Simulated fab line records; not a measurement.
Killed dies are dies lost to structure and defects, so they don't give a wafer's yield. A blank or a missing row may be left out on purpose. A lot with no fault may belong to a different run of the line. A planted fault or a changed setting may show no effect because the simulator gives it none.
fab line records	flow n5_finfet
record lots=24	wafers=72	last_day=19
route steps=1938 shown GATE_CUT@492 MOL_CONTACT_COAG@549
lots that met no fault: from a run of the same line without faults
start_h: start of the lot's first displayed wafer, in hours after the record's first day	wait_h: hours since the lot's step before	" repeats the value in the row above	L1.1+2: several wafers, shown together as one row	- value missing, or start not given	* or withheld: withheld	< > ~ a bound
route shown NAME@n: a module of which the file shows steps, and the number in the route of the first	usual: the fault-free wafers' mean and standard deviation	same: alike in all rows	chamber/n: place in a boat	sites: the reading at each site	_std_site: the values' standard deviation	_edge_site: the outer-site mean with the inner-site mean subtracted	radius_mm: for every site, how far away it sits from the centre of the wafer	mask NAME#n: copy n	behind: the tool/chamber that last shaped the wafer	hold: the reason the lot was held/the length of the hold in hours/how it ended	device: the n, p or np transistor that did not switch	end of line: the same wafers' tests at the end of the route	a step with no rows: only its recipe	killed: dies that structure and defects cost at the first sort, which is not the same as the wafer's yield	map: shows each die of a wafer: x if killed, . if not, _ if none is there
set.NAME: the setting the step ran with; set.NAME@STEP: the setting that earlier step ran with	model.NAME: the simulator's own value behind a step, which no gauge read
the route's steps for a sample of lots (tables are steps, rows are wafers)
services: a tool's chamber out of use, with start hour (start_h, from the record's first day; less than 0 if before it), hours out, and reason
## steps
# step N5_GATE_CUT_ETCH_36
# recipe chemistry=CF4	target=SiARC	target_depth_a=130	mask_material=CAR-EUV	time_s=21.7	ion_energy_ev=80	pressure_mtorr=40	source_w=545	bias_w=36	Ar_flow_sccm=100	cf4_flow_sccm=100	ends=cleared
# usual chamber_pressure_mTorr=40.00/0.034	drypump_motor_current_A=5.5/0.34	etch_rf_on_time_s=21.8/0.62	oes_product_au=0.64/0.064	rf_vpp_V=183.7/1.2	showerhead_plenum_p_Torr=2.11/0.059	throttle_valve_pct=15.62/0.22
lot.wafer	tool	chamber	start_h	wait_h	chamber_pressure_mTorr	drypump_motor_current_A	etch_rf_on_time_s	oes_product_au	rf_hours_counter_h	rf_vpp_V	showerhead_plenum_p_Torr	throttle_valve_pct
L074.1	rie_diel-06	3	96.43	0.0	39.98	5.4	21.8	0.65	143	183.1	2.06	15.86
L074.4	"	1	"	"	39.96	5.7	20.7	0.66	-	184.0	2.06	15.54
L074.6	"	3	"	"	40.04	5.3	21.8	0.65	-	182.2	2.06	15.87
L075.1	rie_diel-04	3	98.68	0.0	39.99	5.7	21.0	0.61	218	183.3	2.10	15.74
L075.2	"	2	"	"	39.98	5.2	22.3	0.63	144	185.8	2.23	15.64
L075.6	"	2	"	"	39.99	5.2	22.4	0.64	-	186.5	2.23	15.66
L076.3	rie_diel-02	0	99.78	0.0	40.00	5.5	22.2	0.60	225	183.4	2.19	15.81
L076.4	"	2	"	"	40.01	5.5	22.0	0.62	204	183.7	2.12	15.55
L076.6	"	3	"	"	40.02	5.7	21.3	0.63	-	184.3	2.11	15.81
L078.2	rie_diel-02	0	106.47	0.0	39.97	5.4	23.0	0.60	226	185.9	2.19	15.82
L078.3	"	1	"	"	39.99	6.0	22.5	0.62	157	183.2	2.05	15.32
L078.6	"	1	"	"	40.03	6.0	22.7	0.62	-	182.7	2.05	15.31
L077.4	rie_diel-04	2	111.43	0.0	40.02	5.2	22.5	0.63	148	185.9	2.23	15.66
L077.5	"	2	"	"	40.01	5.2	22.5	0.63	-	186.0	2.23	15.66
L077.6	"	1	"	"	40.02	6.2	21.4	0.60	-	183.0	2.04	15.77
L080.2	rie_diel-06	2	122.35	0.0	40.04	5.3	21.5	0.62	196	183.0	2.21	15.66
L080.4	"	0	"	"	40.11	4.9	22.5	0.78	7	182.3	2.10	15.20
L080.5	"	1	"	"	40.09	5.7	20.8	0.65	-	183.6	2.06	15.56
L079.1	rie_diel-06	0	124.00	0.0	39.97	4.9	22.3	0.78	7	184.3	2.10	15.21
L079.4	"	1	"	"	39.99	5.7	20.5	0.65	182	182.4	2.06	15.57
L079.6	"	3	"	"	40.02	5.3	21.7	0.64	-	181.4	2.05	15.87
L081.1	rie_diel-06	0	127.05	0.0	39.99	4.9	22.2	0.78	9	183.6	2.09	15.22
L081.2	"	1	"	"	40.04	5.6	20.5	0.65	183	182.9	2.06	15.57
L081.6	"	2	"	"	39.95	5.2	21.4	0.63	-	185.4	2.21	15.67
L082.1	rie_diel-02	2	136.29	0.0	40.00	5.5	22.0	0.61	216	183.6	2.11	15.54
L082.3	"	0	"	"	40.01	5.4	23.3	0.58	238	185.3	2.19	15.83
L082.4	"	1	"	"	39.99	6.0	22.7	0.61	168	182.5	2.05	15.33
L083.2	rie_diel-02	1	138.98	0.0	40.04	6.0	22.5	0.61	169	182.4	2.05	15.34
L083.3	"	3	"	"	39.98	5.7	21.8	0.62	205	183.9	2.11	15.84
L083.6	"	2	"	"	39.96	5.5	22.2	0.61	-	183.4	2.11	15.55
L084.1	rie_diel-06	3	143.55	0.0	39.99	5.3	21.7	0.64	163	182.7	2.05	15.90
L084.3	"	1	"	"	40.00	5.7	20.7	0.65	191	181.5	2.06	15.57
L084.4	"	0	"	"	40.01	4.9	22.2	0.76	17	184.0	2.09	15.24
L085.1	rie_diel-06	3	151.83	0.0	39.97	5.3	21.8	0.63	166	183.4	2.05	15.91
L085.4	"	0	"	"	40.06	4.9	22.3	0.76	20	183.6	2.09	15.25
L085.6	"	1	"	"	40.03	5.7	20.8	0.64	-	182.4	2.06	15.59
L086.2	rie_diel-06	2	160.29	0.0	39.97	5.2	21.3	0.61	212	185.6	2.21	15.70
L086.4	"	0	"	"	39.98	4.9	21.9	0.75	23	184.2	2.09	15.25
L086.5	"	0	"	"	40.04	4.9	21.8	0.76	-	182.9	2.09	15.26
L087.1	rie_diel-02	3	162.30	0.0	40.00	5.7	21.6	0.62	214	182.9	2.11	15.86
L087.2	"	0	"	"	40.01	5.4	22.6	0.59	248	184.4	2.19	15.85
L087.5	"	0	"	"	40.01	5.4	22.6	0.59	-	184.6	2.19	15.85
L088.2	rie_diel-02	1	172.62	0.0	40.01	6.1	22.7	0.60	179	182.2	2.04	15.36
L088.3	"	3	"	"	40.00	5.7	21.7	0.62	218	183.2	2.10	15.85
L088.6	"	1	"	"	40.06	6.0	22.8	0.60	-	182.7	2.04	15.36
L089.2	rie_diel-02	3	180.49	0.0	40.00	5.7	21.8	0.61	220	184.2	2.10	15.87
L089.3	"	1	"	"	40.07	6.0	22.3	0.60	181	183.7	2.04	15.35
L089.5	"	3	"	"	40.02	5.7	21.9	0.62	-	184.4	2.10	15.85
L090.2	rie_diel-06	3	182.26	0.0	39.96	5.3	21.4	0.64	175	183.2	2.05	15.90
L090.4	"	0	"	"	40.02	4.9	22.4	0.74	29	183.2	2.09	15.27
L090.6	"	0	"	"	40.02	4.9	22.2	0.74	-	185.3	2.09	15.26
L091.2	rie_diel-04	1	185.38	0.0	39.96	6.3	21.4	0.60	230	182.6	2.04	15.81
L091.5	"	1	"	"	39.99	6.3	21.6	0.59	-	183.3	2.04	15.80
L091.6	"	2	"	"	40.07	5.2	22.7	0.62	-	185.1	2.22	15.67
L092.1	rie_diel-02	1	193.61	0.0	40.02	6.1	22.6	0.60	186	183.7	2.04	15.38
L092.2	"	0	"	"	39.98	5.4	21.6	0.83	3	185.1	2.18	15.37
L092.4	"	2	"	"	40.00	5.5	22.2	0.60	236	184.6	2.11	15.58
L093.2	rie_diel-04	2	202.33	0.0	39.98	5.2	22.7	0.62	169	183.7	2.22	15.71
L093.4	"	3	"	"	39.97	5.7	20.9	0.59	235	184.9	2.10	15.78
L093.6	"	2	"	"	40.00	5.2	22.6	0.62	-	186.3	2.22	15.68
L094.1	rie_diel-02	1	205.74	0.0	40.00	6.1	22.3	0.61	191	184.5	2.04	15.37
L094.3	"	2	"	"	40.05	5.5	22.3	0.60	242	183.1	2.10	15.58
L094.4	"	0	"	"	40.03	5.4	21.3	0.81	9	185.2	2.18	15.38
L095.2	rie_diel-04	1	212.43	0.0	40.09	6.3	21.4	0.59	238	181.8	2.03	15.81
L095.5	"	0	"	"	40.00	5.8	21.1	0.80	-	183.1	2.10	15.29
L095.6	"	3	"	"	40.07	5.7	21.1	0.58	-	183.3	2.10	15.78
L096.2	rie_diel-06	0	218.60	0.0	40.03	4.9	22.2	0.73	35	184.1	2.09	15.27
L096.5	"	2	"	"	40.02	5.2	21.7	0.61	-	184.7	2.20	15.72
L096.6	"	3	"	"	40.02	5.4	21.8	0.62	-	183.4	2.05	15.95
L097.1	rie_diel-02	2	222.64	0.0	39.92	5.5	22.6	0.59	247	183.5	2.10	15.61
L097.5	"	3	"	"	40.02	5.7	21.8	0.61	-	183.4	2.10	15.88
L097.6	"	2	"	"	40.05	5.5	22.6	0.59	-	182.4	2.10	15.61
# step N5_GATE_CUT_CMP_43
# recipe material=SiO2	post_cmp_clean=rinse_only
# usual motor_current_A=12.1/0.79	slurry_filter_dp_kPa=13.49/0.14
lot.wafer	tool	chamber	start_h	wait_h	motor_current_A	slurry_filter_dp_kPa
L074.4	cmp-01	1	100.52	0.1	12.6	13.43
L074.1	"	3	"	"	11.9	13.59
L074.6	"	0	"	"	12.6	13.61
L075.1	cmp-03	2	101.90	0.2	12.3	13.47
L075.2	"	3	"	"	12.9	13.64
L075.6	"	0	"	"	10.9	13.61
L076.4	cmp-01	3	102.72	0.0	11.6	13.59
L076.3	"	0	"	"	12.4	13.54
L076.6	"	0	"	"	12.3	13.75
L078.2	cmp-01	0	109.60	0.0	11.9	13.29
L078.3	"	3	"	"	12.5	13.72
L078.6	"	0	"	"	12.8	13.65
L077.4	cmp-04	3	114.27	0.3	13.2	13.48
L077.6	"	0	"	"	11.6	13.41
L077.5	"	1	"	"	12.3	13.50
L080.4	cmp-03	0	124.95	0.0	11.4	13.55
L080.2	"	1	"	"	12.5	13.30
L080.5	"	0	"	"	11.5	13.30
L079.1	cmp-01	3	126.83	0.2	12.1	13.44
L079.4	"	0	"	"	13.2	13.40
L079.6	"	2	"	"	12.2	13.41
L081.2	cmp-04	3	129.72	0.1	13.1	13.62
L081.1	"	0	"	"	10.5	13.47
L081.6	"	3	"	"	12.9	13.11
L082.4	cmp-03	2	138.89	0.0	12.7	13.66
L082.1	"	3	"	"	12.6	13.72
L082.3	"	1	"	"	13.0	13.50
L083.2	cmp-03	3	141.58	0.0	12.6	13.63
L083.3	"	1	"	"	12.7	13.55
L083.6	"	3	"	"	12.4	13.42
L084.1	cmp-01	3	146.15	0.0	12.2	13.48
L084.3	"	0	"	"	12.9	13.48
L084.4	"	1	"	"	12.1	13.46
L085.1	cmp-04	2	154.50	0.1	11.0	13.36
L085.4	"	0	"	"	11.1	13.44
L085.6	"	2	"	"	11.0	13.44
L086.2	cmp-01	0	162.96	0.0	12.3	13.52
L086.4	"	2	"	"	12.9	13.37
L086.5	"	1	"	"	11.9	13.57
L087.2	cmp-03	2	164.98	0.1	12.3	13.62
L087.1	"	3	"	"	12.2	13.34
L087.5	"	2	"	"	12.4	13.57
L088.2	cmp-04	2	175.30	0.1	11.2	13.49
L088.3	"	3	"	"	13.3	13.60
L088.6	"	2	"	"	11.0	13.39
L089.3	cmp-04	1	183.29	0.0	12.8	13.62
L089.2	"	0	"	"	11.4	13.47
L089.5	"	2	"	"	11.1	13.53
L090.2	cmp-03	2	185.35	0.0	12.5	13.66
L090.4	"	3	"	"	13.5	13.70
L090.6	"	3	"	"	13.1	13.42
L091.2	cmp-04	0	188.58	0.3	10.7	13.31
L091.5	"	1	"	"	12.8	13.32
L091.6	"	2	"	"	10.8	13.64
L092.4	cmp-03	2	196.29	0.1	12.8	13.53
L092.2	"	3	"	"	12.8	13.32
L092.1	"	0	"	"	10.9	13.59
L093.4	cmp-04	0	205.03	0.1	10.7	13.33
L093.2	"	2	"	"	11.9	13.29
L093.6	"	3	"	"	12.6	13.42
L094.1	cmp-03	0	208.34	0.0	11.0	13.50
L094.3	"	2	"	"	12.5	13.52
L094.4	"	3	"	"	12.4	13.33
L095.2	cmp-04	0	215.18	0.2	11.0	13.43
L095.6	"	2	"	"	10.9	13.70
L095.5	"	3	"	"	12.8	13.42
L096.2	cmp-03	1	221.44	0.3	13.1	13.61
L096.6	"	2	"	"	12.3	13.44
L096.5	"	3	"	"	13.1	13.64
L097.1	cmp-01	0	225.48	0.3	12.4	13.58
L097.5	"	1	"	"	12.1	13.33
L097.6	"	2	"	"	13.0	13.74
# step N5_MOL_CONTACT_COAG_ANNEAL_113
# recipe temp_c=400	time_s=300	ambient=H2/N2
# usual lamp_power_pct=2.690/0.016	wafer_temp_C_max=402.0/0.54
lot.wafer	tool	chamber	start_h	wait_h	lamp_power_pct	wafer_temp_C_max
L075.1	rtp_anneal-02	0	108.31	0.3	2.717	401.3
L075.2	"	0	"	"	2.717	401.2
L075.6	"	0	"	"	2.717	402.0
L074.1	rtp_anneal-01	0	108.59	0.5	2.686	401.9
L074.4	"	0	"	"	2.678	402.1
L074.6	"	0	"	"	2.683	401.8
L076.3	rtp_anneal-02	0	109.69	1.0	2.713	401.8
L076.4	"	0	"	"	2.720	402.0
L076.6	"	0	"	"	2.716	401.9
L078.2	rtp_anneal-01	0	114.58	0.5	2.678	402.8
L078.3	"	0	"	"	2.680	401.8
L078.6	"	0	"	"	2.677	401.9
L077.4	rtp_anneal-02	0	121.32	0.5	2.717	401.3
L077.5	"	0	"	"	2.717	401.0
L077.6	"	0	"	"	2.714	401.2
L080.2	rtp_anneal-01	0	130.35	0.5	2.679	402.0
L080.4	"	0	"	"	2.683	401.7
L080.5	"	0	"	"	2.678	402.1
L079.1	rtp_anneal-01	0	132.42	0.5	2.682	402.0
L079.4	"	0	"	"	2.683	402.3
L079.6	"	0	"	"	2.680	401.4
L081.1	rtp_anneal-01	0	133.86	0.7	2.677	402.3
L081.2	"	0	"	"	2.682	401.9
L081.6	"	0	"	"	2.681	402.4
L082.1	rtp_anneal-01	0	142.86	0.6	2.678	401.9
L082.3	"	0	"	"	2.680	403.2
L082.4	"	0	"	"	2.680	402.3
L083.2	rtp_anneal-01	0	146.09	0.5	2.680	402.0
L083.3	"	0	"	"	2.680	401.7
L083.6	"	0	"	"	2.678	402.5
L084.1	rtp_anneal-01	0	151.23	0.3	2.678	401.9
L084.3	"	0	"	"	2.681	402.7
L084.4	"	0	"	"	2.679	402.0
L085.1	rtp_anneal-02	0	159.60	0.5	2.713	401.6
L085.4	"	0	"	"	2.714	401.0
L085.6	"	0	"	"	2.717	401.4
L086.2	rtp_anneal-02	0	167.39	0.9	2.713	401.5
L086.4	"	0	"	"	2.716	401.8
L086.5	"	0	"	"	2.717	401.7
L087.1	rtp_anneal-01	0	170.49	0.6	2.681	402.5
L087.2	"	0	"	"	2.678	402.1
L087.5	"	0	"	"	2.684	402.1
L088.2	rtp_anneal-01	0	179.63	0.5	2.683	402.4
L088.3	"	0	"	"	2.678	402.3
L088.6	"	0	"	"	2.681	402.0
L089.2	rtp_anneal-01	0	187.90	0.5	2.679	402.0
L089.3	"	0	"	"	2.682	401.4
L089.5	"	0	"	"	2.680	402.7
L090.2	rtp_anneal-02	0	193.41	0.6	2.718	401.2
L090.4	"	0	"	"	2.716	401.7
L090.6	"	0	"	"	2.714	401.0
L091.2	rtp_anneal-01	0	194.00	0.7	2.677	402.5
L091.5	"	0	"	"	2.681	402.1
L091.6	"	0	"	"	2.682	402.4
L092.1	rtp_anneal-01	0	201.73	0.3	2.679	402.4
L092.2	"	0	"	"	2.681	402.9
L092.4	"	0	"	"	2.679	401.7
L093.2	rtp_anneal-01	0	209.31	0.7	2.678	401.8
L093.4	"	0	"	"	2.680	401.6
L093.6	"	0	"	"	2.682	402.5
L094.1	rtp_anneal-01	0	213.82	0.4	2.682	401.8
L094.3	"	0	"	"	2.676	401.5
L094.4	"	0	"	"	2.677	401.7
L095.2	rtp_anneal-02	0	218.80	0.5	2.711	401.9
L095.5	"	0	"	"	2.712	401.3
L095.6	"	0	"	"	2.715	400.9
L096.2	rtp_anneal-01	0	226.78	0.8	2.677	401.5
L096.5	"	0	"	"	2.679	401.5
L096.6	"	0	"	"	2.680	402.4
L097.1	rtp_anneal-01	0	230.48	0.3	2.678	401.6
L097.5	"	0	"	"	2.676	402.3
L097.6	"	0	"	"	2.675	402.9
# step N5_MOL_CONTACT_COAG_CMP_23
# recipe stop_on=SiO2	t_overpolish_s=1.5	post_cmp_clean=cu_alkaline	down_force_psi=2	platen_rpm=50.289	pad_velocity_m_s=1.0006	target_thk_nm=0
# usual motor_current_A=8.1/0.49	overpolish_run_s=1.500/0.0098	slurry_filter_dp_kPa=13.48/0.14	time_to_endpoint_s=10.6/2.6
lot.wafer	tool	chamber	start_h	wait_h	motor_current_A	overpolish_run_s	slurry_filter_dp_kPa	time_to_endpoint_s
L075.1	cmp-02	2	111.21	0.1	9.1	1.513	13.47	12.4
L075.2	"	3	"	"	8.9	1.504	13.81	12.3
L075.6	"	2	"	"	9.1	1.475	13.31	12.8
L074.4	cmp-01	1	111.50	0.1	7.9	1.497	13.56	10.8
L074.1	"	2	"	"	8.2	1.508	13.46	9.8
L074.6	"	3	"	"	8.4	1.493	13.26	14.1
L076.3	cmp-04	0	111.70	0.1	7.5	1.513	13.24	6.2
L076.4	"	1	"	"	8.2	1.524	13.49	9.5
L076.6	"	2	"	"	7.3	1.513	13.77	9.2
L078.3	cmp-01	1	115.87	0.1	8.3	1.494	13.51	9.3
L078.2	"	3	"	"	7.7	1.511	13.45	16.2
L078.6	"	0	"	"	8.6	1.507	13.63	13.1
L077.4	cmp-01	0	122.24	0.0	8.7	1.491	13.26	15.8
L077.5	"	0	"	"	8.5	1.488	13.47	17.6
L077.6	"	1	"	"	7.9	1.480	13.40	13.7
L080.4	cmp-01	1	131.86	0.1	8.4	1.502	13.48	9.7
L080.2	"	3	"	"	8.0	1.506	13.53	12.1
L080.5	"	1	"	"	8.5	1.499	13.28	12.6
L079.1	cmp-04	0	133.61	0.0	7.1	1.488	13.49	6.2
L079.4	"	1	"	"	8.4	1.490	13.62	11.1
L079.6	"	0	"	"	7.2	1.492	13.19	7.3
L081.2	cmp-01	2	135.12	0.1	8.4	1.513	13.41	11.6
L081.1	"	3	"	"	8.5	1.503	13.42	14.4
L081.6	"	1	"	"	8.4	1.516	13.44	13.1
L082.4	cmp-04	2	144.95	0.0	7.4	1.505	13.61	13.1
L082.3	"	3	"	"	8.7	1.490	13.48	7.8
L082.1	"	0	"	"	7.4	1.487	13.64	7.4
L083.2	cmp-04	3	148.16	0.1	8.4	1.494	13.33	5.4
L083.3	"	1	"	"	8.7	1.483	13.45	9.8
L083.6	"	2	"	"	7.1	1.509	13.39	7.6
L084.4	cmp-02	1	154.20	0.0	7.5	1.507	13.45	8.6
L084.3	"	3	"	"	8.7	1.478	13.35	10.4
L084.1	"	0	"	"	7.8	1.489	13.55	10.6
L085.4	cmp-01	1	162.41	0.0	8.0	1.505	13.21	11.2
L085.1	"	2	"	"	8.2	1.513	13.70	9.3
L085.6	"	1	"	"	7.9	1.502	13.60	9.9
L086.2	cmp-02	1	169.30	0.1	7.9	1.496	13.46	7.4
L086.4	"	2	"	"	9.3	1.513	13.63	12.6
L086.5	"	1	"	"	7.4	1.506	13.60	5.7
L087.1	cmp-01	1	172.29	0.0	7.8	1.497	13.45	11.0
L087.2	"	2	"	"	8.2	1.491	13.54	10.8
L087.5	"	2	"	"	8.2	1.499	13.33	10.1
L088.2	cmp-01	3	181.00	0.1	8.0	1.511	13.58	11.1
L088.3	"	0	"	"	8.2	1.488	13.67	8.9
L088.6	"	3	"	"	8.2	1.505	13.36	12.0
L089.3	cmp-01	2	188.93	0.0	8.3	1.500	13.44	8.9
L089.2	"	1	"	"	8.1	1.507	13.49	8.7
L089.5	"	2	"	"	8.5	1.510	13.41	7.0
L090.2	cmp-02	3	194.48	0.1	8.8	1.491	13.68	7.8
L090.4	"	1	"	"	7.7	1.498	13.46	8.4
L090.6	"	3	"	"	8.6	1.491	13.55	8.3
L091.2	cmp-04	0	195.11	0.1	7.3	1.498	13.46	6.6
L091.5	"	3	"	"	8.5	1.506	13.49	10.4
L091.6	"	0	"	"	7.5	1.518	13.42	8.4
L092.2	cmp-01	3	202.94	0.1	7.8	1.511	13.63	12.7
L092.1	"	0	"	"	8.3	1.493	13.28	10.0
L092.4	"	1	"	"	8.2	1.486	13.21	10.5
L093.2	cmp-04	2	210.37	0.1	7.5	1.511	13.33	13.2
L093.4	"	3	"	"	8.4	1.515	13.64	9.2
L093.6	"	1	"	"	7.9	1.515	13.55	14.5
L094.4	cmp-01	3	215.02	0.0	8.0	1.506	13.58	8.3
L094.1	"	1	"	"	8.3	1.504	13.66	3.7
L094.3	"	2	"	"	8.6	1.498	13.23	7.2
L095.2	cmp-02	2	220.84	0.0	8.9	1.501	13.24	15.7
L095.5	"	2	"	"	8.6	1.497	13.51	16.9
L095.6	"	3	"	"	8.9	1.487	13.55	11.5
L096.2	cmp-04	2	229.66	0.1	7.3	1.481	13.46	12.8
L096.5	"	1	"	"	8.5	1.492	13.58	13.9
L096.6	"	2	"	"	7.4	1.524	13.20	12.4
L097.1	cmp-04	2	232.96	0.1	7.5	1.517	13.68	11.6
L097.6	"	0	"	"	7.2	1.507	13.35	8.0
L097.5	"	1	"	"	8.2	1.499	13.67	12.7
# step N5_MOL_CONTACT_COAG_CD_MEAS_84
# recipe target_cd_nm=25.1	landing_energy_ev=500	detector=se_inlens	polarity=opening
# usual cd_nm=25.15/0.24
lot.wafer	tool	chamber	start_h	wait_h	cd_nm
L075.1	cd_sem-03	0	115.28	-	25.08
L075.2	"	0	"	"	25.43
L075.6	"	0	"	"	25.27
L074.1	cd_sem-01	0	115.80	-	25.43
L074.4	"	0	"	"	25.29
L074.6	"	0	"	"	25.08
L076.3	cd_sem-02	0	116.76	-	25.24
L076.4	"	0	"	"	25.39
L076.6	"	0	"	"	25.55
L078.2	cd_sem-01	0	119.52	-	25.19
L078.3	"	0	"	"	25.01
L078.6	"	0	"	"	25.03
L077.4	cd_sem-02	0	125.95	-	25.34
L077.5	"	0	"	"	25.19
L077.6	"	0	"	"	25.24
L080.2	cd_sem-01	0	135.97	-	25.31
L080.4	"	0	"	"	24.87
L080.5	"	0	"	"	24.72
L079.1	cd_sem-01	0	137.45	-	24.93
L079.4	"	0	"	"	24.68
L079.6	"	0	"	"	25.08
L081.1	cd_sem-03	0	138.64	-	25.28
L081.2	"	0	"	"	25.19
L081.6	"	0	"	"	25.40
L082.1	cd_sem-02	0	148.61	-	24.55
L082.3	"	0	"	"	25.01
L082.4	"	0	"	"	24.89
L083.2	cd_sem-03	0	151.85	-	25.09
L083.3	"	0	"	"	24.99
L083.6	"	0	"	"	24.64
L084.1	cd_sem-03	0	157.76	-	25.45
L084.3	"	0	"	"	24.83
L084.4	"	0	"	"	25.24
L085.1	cd_sem-01	0	166.66	-	25.35
L085.4	"	0	"	"	24.97
L085.6	"	0	"	"	24.99
L086.2	cd_sem-02	0	172.83	-	24.98
L086.4	"	0	"	"	25.05
L086.5	"	0	"	"	25.42
L087.1	cd_sem-01	0	175.90	-	25.02
L087.2	"	0	"	"	25.02
L087.5	"	0	"	"	25.43
L088.2	cd_sem-02	0	188.98	-	25.00
L088.3	"	0	"	"	25.32
L088.6	"	0	"	"	25.03
L089.2	cd_sem-03	0	192.50	-	25.20
L089.3	"	0	"	"	25.10
L089.5	"	0	"	"	25.40
L090.2	cd_sem-02	0	198.35	-	25.00
L090.4	"	0	"	"	25.18
L090.6	"	0	"	"	24.85
L091.2	cd_sem-03	0	198.74	-	24.83
L091.5	"	0	"	"	25.11
L091.6	"	0	"	"	25.77
L092.1	cd_sem-01	0	206.50	-	24.85
L092.2	"	0	"	"	25.08
L092.4	"	0	"	"	24.94
L093.2	cd_sem-01	0	214.06	-	24.78
L093.4	"	0	"	"	25.08
L093.6	"	0	"	"	25.26
L094.1	cd_sem-03	0	219.03	-	25.56
L094.3	"	0	"	"	25.47
L094.4	"	0	"	"	25.15
L095.2	cd_sem-02	0	224.42	-	24.97
L095.5	"	0	"	"	25.44
L095.6	"	0	"	"	24.82
L096.2	cd_sem-02	0	233.33	-	24.78
L096.5	"	0	"	"	25.20
L096.6	"	0	"	"	25.69
L097.1	cd_sem-01	0	236.50	-	25.16
L097.5	"	0	"	"	25.03
L097.6	"	0	"	"	25.37
# step N5_MOL_CONTACT_COAG_CD_MEAS_137
# recipe target_cd_nm=16
# usual cd_nm=16.1/0.35
lot.wafer	tool	chamber	start_h	wait_h	cd_nm
L075.1	cd_sem-01	-	117.03	0.0	16.4
L075.2	"	-	"	"	16.0
L075.6	"	-	"	"	15.8
L074.1	cd_sem-01	-	117.10	0.0	15.9
L074.4	"	-	"	"	15.6
L074.6	"	-	"	"	16.0
L076.3	cd_sem-02	-	117.78	0.0	16.3
L076.4	"	-	"	"	16.3
L076.6	"	-	"	"	16.0
L078.2	cd_sem-02	-	120.48	0.0	16.0
L078.3	"	-	"	"	15.9
L078.6	"	-	"	"	16.1
L077.4	cd_sem-02	-	126.87	0.0	16.3
L077.5	"	-	"	"	15.4
L077.6	"	-	"	"	15.8
L080.2	cd_sem-02	-	137.07	0.0	16.3
L080.4	"	-	"	"	16.1
L080.5	"	-	"	"	16.2
L079.1	cd_sem-02	-	138.37	0.0	15.5
L079.4	"	-	"	"	15.7
L079.6	"	-	"	"	16.2
L081.1	cd_sem-01	-	139.69	0.0	15.4
L081.2	"	-	"	"	16.2
L081.6	"	-	"	"	15.3
L082.1	cd_sem-02	-	149.66	0.0	15.7
L082.3	"	-	"	"	16.2
L082.4	"	-	"	"	16.1
L083.2	cd_sem-03	-	153.16	0.0	16.0
L083.3	"	-	"	"	15.8
L083.6	"	-	"	"	16.8
L084.1	cd_sem-02	-	158.75	0.0	15.5
L084.3	"	-	"	"	16.6
L084.4	"	-	"	"	16.3
L085.1	cd_sem-03	-	167.62	0.0	16.1
L085.4	"	-	"	"	16.2
L085.6	"	-	"	"	16.2
L086.2	cd_sem-01	-	174.00	0.0	15.8
L086.4	"	-	"	"	15.9
L086.5	"	-	"	"	16.2
L087.1	cd_sem-03	-	176.83	0.0	16.4
L087.2	"	-	"	"	16.4
L087.5	"	-	"	"	16.4
L088.2	cd_sem-02	-	189.91	0.0	15.8
L088.3	"	-	"	"	16.2
L088.6	"	-	"	"	16.0
L089.2	cd_sem-01	-	193.43	0.0	16.6
L089.3	"	-	"	"	16.3
L089.5	"	-	"	"	15.8
L090.2	cd_sem-01	-	199.28	0.0	16.5
L090.4	"	-	"	"	15.7
L090.6	"	-	"	"	15.9
L091.2	cd_sem-02	-	199.74	0.0	16.4
L091.5	"	-	"	"	16.0
L091.6	"	-	"	"	16.5
L092.1	cd_sem-03	-	207.85	0.0	15.9
L092.2	"	-	"	"	16.5
L092.4	"	-	"	"	15.9
L093.2	cd_sem-02	-	215.07	0.0	15.6
L093.4	"	-	"	"	15.7
L093.6	"	-	"	"	16.5
L094.1	cd_sem-02	-	219.96	0.0	16.8
L094.3	"	-	"	"	16.5
L094.4	"	-	"	"	16.4
L095.2	cd_sem-03	-	225.35	0.0	16.5
L095.5	"	-	"	"	16.6
L095.6	"	-	"	"	15.5
L096.2	cd_sem-01	-	234.26	0.0	16.4
L096.5	"	-	"	"	16.1
L096.6	"	-	"	"	16.0
L097.1	cd_sem-02	-	237.43	0.0	16.0
L097.5	"	-	"	"	16.8
L097.6	"	-	"	"	15.9
## services
tool	chamber	start_h	hours	kind
cmp-03	-	77.30	4.0	pm
cmp-03	-	91.82	0.2	repair
rie_diel-06	0	104.78	5.5	repair
rie_diel-04	-	116.06	28.1	pm
cmp-01	-	117.61	0.3	repair
cmp-02	-	118.45	4.0	pm
cmp-01	-	124.10	1.0	repair
cmp-02	-	132.23	5.9	pm
cmp-04	-	134.18	0.7	repair
cmp-01	-	141.71	3.6	repair
rie_diel-02	1	154.13	5.4	repair
rie_diel-02	0	165.92	-	clean
rie_diel-02	0	165.92	-	consumable_replace:focus_ring
rie_diel-02	0	165.92	16.7	scheduled_down
rie_diel-04	3	167.41	8.7	repair
rie_diel-02	-	179.40	1.0	repair
cmp-03	-	181.07	4.2	pm
cmp-03	-	187.94	1.7	repair
rie_diel-06	2	189.08	10.0	repair
cmp-04	-	200.39	4.0	pm
cmp-04	-	204.39	-	consumable_replace:conditioner
cmp-04	-	204.39	-	consumable_replace:pad
cmp-03	-	220.37	0.8	repair
rie_diel-06	2	226.76	7.4	repair
## key
fault none
